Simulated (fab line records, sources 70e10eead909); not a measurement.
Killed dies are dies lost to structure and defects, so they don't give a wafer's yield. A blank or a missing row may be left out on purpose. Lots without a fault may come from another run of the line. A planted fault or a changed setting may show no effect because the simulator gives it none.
Problem report in the 8D (eight disciplines) form, filled by code | flow nand_harc | the parts of the form that need people (team, actions taken, sign-off) are left out

1. THE PROBLEM
thk_nm at NHARC_A_ONON_D1_THK_MEAS_18 reads a mean of 703 nm on 6 wafers of 2 lots; wafers without a fault read 1005 nm with a standard deviation of 7.8. That is -39 standard deviations from the usual mean.
The step: measures by ellipsometry.
First seen on wafer L110.2, day 9 08:53, on film_metro-01. The record holds 39 wafers of 13 lots with a number at this step. Rule for "out", or "out of limits": more than 4 standard deviations from the usual mean. The other wafers with a number count as sound.

2. WHAT IT IS AND WHAT IT IS NOT
question                    | is                           | is not
which readings at this step | thk_nm                       | -
which lots                  | L110, L113                   | L105, L106, L115, L119, L122, L123, L124, L125, L126, L127, L128
which wafers of those lots  | all that have a number       | -
read on which gauges        | film_metro-01, film_metro-02 | -
when                        | from day 9 08:53             | up to then (6 sound wafers); but 27 sound wafers of L115, L119, L122, L123, L124, L125, L126, L127, L128 came after

3. SUSPECTS, AND WHAT RULES EACH OUT
Counting: a tool at a process step up to the reading stays a suspect if it ran every lot that is out and no sound lot after the first of them.
- the gauge at NHARC_A_ONON_D1_THK_MEAS_18: ruled out. The wafers that are out were read on 2 gauges (film_metro-01, film_metro-02).
- rie_diel-06 at NHARC_A_ZERO_WELL_DESCUM_12 (chemistry O2, time 3 s): ruled out as a lasting fault. Sound lots L115, L122, L126 ran on it after its first lot that is out, L110 (day 8 03:32).
- pecvd_onon-02 at NHARC_A_ONON_D1_DEP_16 (target thk 1000 nm): kept. It ran every lot that is out, first L110 (day 9 08:25), and no sound lot after that; its last sound lot up to then is L106 (day 8 06:58).
Left after counting: pecvd_onon-02 at NHARC_A_ONON_D1_DEP_16.

4. THE CAUSE (what the simulator had put in)
Process parameter drift: pecvd_onon-02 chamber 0, from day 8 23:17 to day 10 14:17, at NHARC_A_ONON_D1_DEP_16. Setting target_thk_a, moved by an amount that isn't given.
Counting left only this tool.

5. THE CHAIN OF EFFECTS, in route order
Each row: a reading whose mean over the struck wafers that have a number lies more than 3 standard deviations from the usual. Only readings for which the record gives a usual standard deviation are gone through. hours: the time from each lot's start at the first step in this table that gives one to its start at this step, as a median over the lots. sigmas: the change in usual standard deviations.
hours | step                        | reading         | usual   | on struck wafers | change | sigmas
0     | NHARC_A_ONON_D1_THK_MEAS_18 | thk_nm          | 1005 nm | 703              | -302   | -39
266   | NHARC_END_SORT_01           | killed_at_array | 26      | 673              | +647   | +75
266   | NHARC_END_SORT_01           | killed_dies     | 30      | 677              | +647   | +73

6. WHAT WOULD HAVE CAUGHT IT SOONER
In this record the first reading out of limits at a measuring or inspecting step was taken at day 9 08:53, 10 hours after the fault began at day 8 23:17.
Of the tool readings at NHARC_A_ONON_D1_DEP_16 for which the record gives a usual standard deviation, none was out on any struck wafer, so an alarm limit of 4 standard deviations on them would not have fired.
Of the lots that are out (2), L113 began NHARC_A_ONON_D1_DEP_16 on pecvd_onon-02 after day 9 08:53. A hold on the tool at that time would have spared it.
